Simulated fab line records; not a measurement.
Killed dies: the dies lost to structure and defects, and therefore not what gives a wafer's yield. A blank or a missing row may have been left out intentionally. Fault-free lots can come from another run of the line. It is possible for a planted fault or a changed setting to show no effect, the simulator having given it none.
2 desks looking at one fault + flow n5-finfet + what lay behind the numbers comes last; until then each desk has only its own

THE TOOL OWNER'S DESK: ald-metal-03
The tool's own readings at N5_BEOL_M11_ALD_74 (deposits TaN, target thk 2 nm, pulse time 2 s, purge time 3 s): means of the sampled wafers that have a number, for each lot that ran on this tool. Marked OUT: a lot whose mean sits more than 4 standard deviations from the usual mean, which makes it out of limits; the brackets give that distance.
Columns: A = heater-power-outer-w at N5_BEOL_M11_ALD_74, usual 241 W; B = heater-power-w at N5_BEOL_M11_ALD_74, usual 434 W; C = susceptor-temp-C at N5_BEOL_M11_ALD_74, usual 274.98 C
| lot  | first seen here | A   | B   | C      |
|------|-----------------|-----|-----|--------|
| L341 | day 10 11:16    | 256 | 435 | 274.84 |
| L353 | day 13 21:48    | 243 | 441 | 275.00 |
| L355 | day 14 11:58    | 231 | 432 | 274.74 |
| L358 | day 15 14:07    | 239 | 423 | 274.92 |
This desk's finding: nothing out of limits on any of the 4 lots.

METROLOGY DESK
Means of the sampled wafers that have a number, per lot and without regard to the tool the lot ran on: this is what the gauges read. Marked OUT: a lot whose mean sits more than 4 standard deviations from the usual mean, which makes it out of limits; the brackets give that distance. Only the readings that lie furthest out on some lot appear, 7 of the 24 it has.
Columns: A = COMB_M10 at N5_BEOL_M15_RC_MEAS_101, usual 1.4e-11 S/m; B = COMB_M11 at N5_BEOL_M15_RC_MEAS_101, usual 1.4e-11 S/m; C = COMB_M11_max_site at N5_BEOL_M15_RC_MEAS_101, usual 2.1e-11 S/m; D = COMB_M13 at N5_BEOL_M15_RC_MEAS_101, usual 4.1e-12 S/m; E = COMB_M6 at N5_BEOL_M15_RC_MEAS_101, usual 2.5e-11 S/m; F = SERP_M10 at N5_BEOL_M15_RC_MEAS_101, usual 3.04 ohm/um; G = SERP_M5 at N5_BEOL_M15_RC_MEAS_101, usual 37.2 ohm/um
| lot  | first seen here | A       | B       | C       | D       | E       | F    | G    |
|------|-----------------|---------|---------|---------|---------|---------|------|------|
| L341 | day 11 21:00    | 1.5e-11 | 1.4e-11 | 2.0e-11 | 3.9e-12 | 3.1e-11 | 3.08 | 37.1 |
| L342 | day 12 19:05    | 1.5e-11 | 1.4e-11 | 1.7e-11 | 3.9e-12 | 3.4e-11 | 3.03 | 39.0 |
| L344 | day 13 06:44    | 1.9e-11 | 1.1e-11 | 2.0e-11 | 3.2e-12 | 1.9e-11 | 2.90 | 33.9 |
| L353 | day 15 06:37    | 1.3e-11 | 1.2e-11 | 1.7e-11 | 3.5e-12 | 2.1e-11 | 3.12 | 36.3 |
| L352 | day 15 09:28    | 1.1e-11 | 1.3e-11 | 1.9e-11 | 4.1e-12 | 3.0e-11 | 3.05 | 36.4 |
| L355 | day 15 19:15    | 1.1e-11 | 1.1e-11 | 2.0e-11 | 5.2e-12 | 2.8e-11 | 2.83 | 37.7 |
| L358 | day 16 12:57    | 1.6e-11 | 2.0e-11 | 3.5e-11 | 3.2e-12 | 2.5e-11 | 2.86 | 37.3 |
| L361 | day 17 10:58    | 1.1e-11 | 1.1e-11 | 1.7e-11 | 5.7e-12 | 2.0e-11 | 3.04 | 37.0 |
This desk's finding: nothing out of limits on any of the 8 lots.

PUT TOGETHER
The desk of the tool owner found nothing out of limits.
Nothing out of limits was seen by the metrology desk.

WHAT THE SIMULATOR HAD INSERTED
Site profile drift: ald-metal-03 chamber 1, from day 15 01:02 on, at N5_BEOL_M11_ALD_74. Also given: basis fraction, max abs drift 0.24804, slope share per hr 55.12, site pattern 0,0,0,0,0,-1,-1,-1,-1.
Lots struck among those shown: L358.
